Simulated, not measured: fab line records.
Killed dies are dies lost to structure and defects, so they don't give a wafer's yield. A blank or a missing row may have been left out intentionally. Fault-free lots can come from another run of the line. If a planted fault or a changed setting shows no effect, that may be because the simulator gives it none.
Comparing a struck lot with a sound one / flow n5_finfet / 39 out of 1938 route steps
Sound: the wafers L301.1, L301.4, L301.5. Struck: wafer L294.3. (L294.6 of the same lot was not struck and is left out.) The cause comes at the end.
Order at every step that has rows: each side's tool, ch and its chambers, its first start. Under that, the readings that differ: sound wafers / struck wafers / difference of the means / sigmas: that difference in standard deviations of wafers without a fault.
alike: a reading whose means differ by less than 2 such deviations, as well as words and numbers matching on both sides. not compared: withheld readings; readings where some wafer has no value; bounds like >300 that might hide an equal value; numbers whose values overlap and for which the record gives no deviation.
Wherever a step has rows on one side only, a row that says differs or no value, or a row with sigmas, the two part there. Numbers that don't overlap but have no deviation are shown without sigmas and don't part them. A reading missing from all wafers of one side parts the sides only when that side holds two or more wafers.

first, 9 steps without rows for these wafers: N5_DUMMY_GATE_COAT_09 (resist thk 30 nm); N5_DUMMY_GATE_EBR_11; N5_DUMMY_GATE_SOFTBAKE_10 (time 60 s); N5_DUMMY_GATE_EXPOSE_12 (exposes mask GATE, target cd 25 nm); N5_DUMMY_GATE_PEB_13 (peb time 60 s); N5_DUMMY_GATE_DEVELOP_14 (develop time 30 s); N5_DUMMY_GATE_DESCUM_20 (chemistry O2, time 6.2 s); N5_DUMMY_GATE_ETCH_29 (etches underlayer in N2/H2, target depth 13 nm); N5_DUMMY_GATE_ETCH_36 (etches SiARC in CF4, target depth 13 nm).
N5_DUMMY_GATE_ETCH_37: etches SOC in N2/H2, target depth 60 nm, overetch 30 nm.
  sound on rie_diel-03 ch 1,3, day 8 11:58; struck on rie_diel-05 ch 1, day 6 20:05
reading=model.SiARC_of_DUMMY_GATE_COAT_35.thk_nm (nm); sound=4.6 5 5; struck=3.4; difference=-1.5; sigmas=
  alike: drypump_motor_current_A, oes_product_au, rf_vpp_V, showerhead_plenum_p_Torr, throttle_valve_pct
  not compared: rf_hours_counter_h
then, 2 steps without rows for these wafers: N5_DUMMY_GATE_STRIP_38 (strips in N2/H2); N5_DUMMY_GATE_STRIP_39 (strips in N2/H2).
N5_DUMMY_GATE_TRIM_49: chemistry O2, time 29 s, target cd 14 nm.
  sound on rie_si-05 ch 1,2, day 8 12:03; struck on rie_si-04 ch 0, day 6 20:10
reading=throttle_valve_pct (%); sound=7.81 7.83 7.98; struck=8.44; difference=+0.57; sigmas=+3
reading=model.DUMMY_GATE.cd_nm (nm); sound=14.2 14.4 14.4; struck=12.8; difference=-1.5; sigmas=
  alike: drypump_motor_current_A, oes_product_au
  not compared: rf_hours_counter_h
then, 1 step without rows for these wafers: N5_DUMMY_GATE_STRIP_40 (strips in CF4).
N5_DUMMY_GATE_CD_MEAS_50: the cd target is 14 nm.
  struck on cd_sem-03, day 6 20:20; sound on cd_sem-01, day 8 12:12
reading=cd_nm (nm); sound=14.0 14.5 14.1; struck=13.0; difference=-1.2; sigmas=-3
then, 6 steps without rows for these wafers: N5_DUMMY_GATE_ETCH_31 (etches SiO2 in C4F6/O2, target depth 82.5 nm, time 27.5 s); N5_DUMMY_GATE_STRIP_41 (strips in O2); N5_DUMMY_GATE_HM_OPEN_21 (chemistry CH3F/O2, target SiNx, target depth 120 nm, time 171.4 s); N5_DUMMY_GATE_ETCH_32 (etches SiO2 in CF4, target depth 3.5 nm, time 3.9 s); N5_DUMMY_GATE_ETCH_23 (etches poly-Si in HBr/Cl2/O2, target depth 41 nm, time 22.3 s); N5_DUMMY_GATE_ETCH_44 (etches poly-Si in HBr/O2, stops on SiO2, target depth 127.5 nm).
N5_DUMMY_GATE_CD_MEAS_24: the cd target is 15 nm.
  struck on cd_sem-02, day 6 20:50; sound on cd_sem-03, day 8 12:41
reading=cd_nm (nm); sound=15.1 15.6 15.6; struck=14.1; difference=-1.3; sigmas=-3
N5_DUMMY_GATE_ETCH_42: etches SiO2 in CHF3/O2, target depth 3.5 nm, time 31 s.
  sound on rie_diel-05 ch 2,3, day 8 12:50; struck on rie_diel-04 ch 1, day 6 20:53
reading=model.DUMMY_GATE.cd_nm (nm); sound=15.4 15.2 15.2; struck=14.2; difference=-1.1; sigmas=
  alike: drypump_motor_current_A, oes_o_777_au, oes_product_au, rf_vpp_V, showerhead_plenum_p_Torr, throttle_valve_pct
  not compared: rf_hours_counter_h
then, 14 steps without rows for these wafers: N5_DUMMY_GATE_STRIP_48 (strips in N2/H2, time 20 s); N5_DUMMY_GATE_PRECLEAN_33 (cleans in dHF, time 10 s); N5_DUMMY_GATE_PRECLEAN_25 (cleans in O3/DIW, time 45 s); N5_DUMMY_GATE_PRECLEAN_51 (cleans in SC2, time 45 s); N5_DUMMY_GATE_SRD_26 (time 30 s); N5_DUMMY_GATE_UV_OZONE_45 (time 120 s); N5_SPACER0_ALD_07 (deposits SiNx, target thk 2 nm); N5_SPACER0_ALD_00 (deposits SiOCN, target thk 3.5 nm, pulse time 3 s, purge time 2 s); N5_SPACER0_ALD_08 (deposits SiNx, target thk 2 nm); N5_SD_EPI_N_COAT_32 (time 60 s, resist thk 350 nm); N5_SD_EPI_N_COAT_33 (time 60 s, resist thk 35 nm); N5_SD_EPI_N_COAT_03 (resist thk 150 nm); N5_SD_EPI_N_EBR_05; N5_SD_EPI_N_SOFTBAKE_04 (time 60 s).
-- record jumps: 5 days separate the struck wafers' starts on either side; left off in module SD_EPI_N, taken up again in module BEOL_M4, whose first shown step is the route's number 1111 --
N5_BEOL_M4_RC_MEAS_101:
  sound on prober-02 ch 0, day 14 10:52; struck on prober-02 ch 0, day 12 06:32
reading=DIBL_N (mV/V); sound=35.0 35.1 36.3; struck=41.0; difference=+5.5; sigmas=+3
reading=DIBL_P (mV/V); sound=35.9 36.2 37.7; struck=42.8; difference=+6.2; sigmas=+3
reading=IOFF_N (nA/um); sound=0.14 0.13 0.16; struck=0.28; difference=+0.14; sigmas=+4
reading=IOFF_P (nA/um); sound=0.18 0.18 0.21; struck=0.33; difference=+0.14; sigmas=+4
reading=SS_N (mV/dec); sound=70.4 71.2 71.5; struck=72.6; difference=+1.6; sigmas=+3
reading=SS_P (mV/dec); sound=72.6 72.8 72.8; struck=75.0; difference=+2.3; sigmas=+3
reading=VT_N (mV); sound=252 251 250; struck=242; difference=-9; sigmas=-3
reading=VT_P (mV); sound=-251 -252 -253; struck=-244; difference=+8; sigmas=+2
  alike: ION_N, ION_P
-- the record jumps here: 4 days lie between the struck wafers' starts before and after (it left off in module BEOL_M4 and takes up again in module PASSIVATION, whose first step shown is number 1936 of the route) --
N5_PASSIVATION_PROBE_49:
  the record has rows for the struck wafers here (prober-01, day 16 12:02) and none for the sound ones

WHERE THEY PART
Last at N5_PASSIVATION_PROBE_49 as far as this record goes, first at N5_DUMMY_GATE_TRIM_49.

WHY: whatever the simulator had introduced
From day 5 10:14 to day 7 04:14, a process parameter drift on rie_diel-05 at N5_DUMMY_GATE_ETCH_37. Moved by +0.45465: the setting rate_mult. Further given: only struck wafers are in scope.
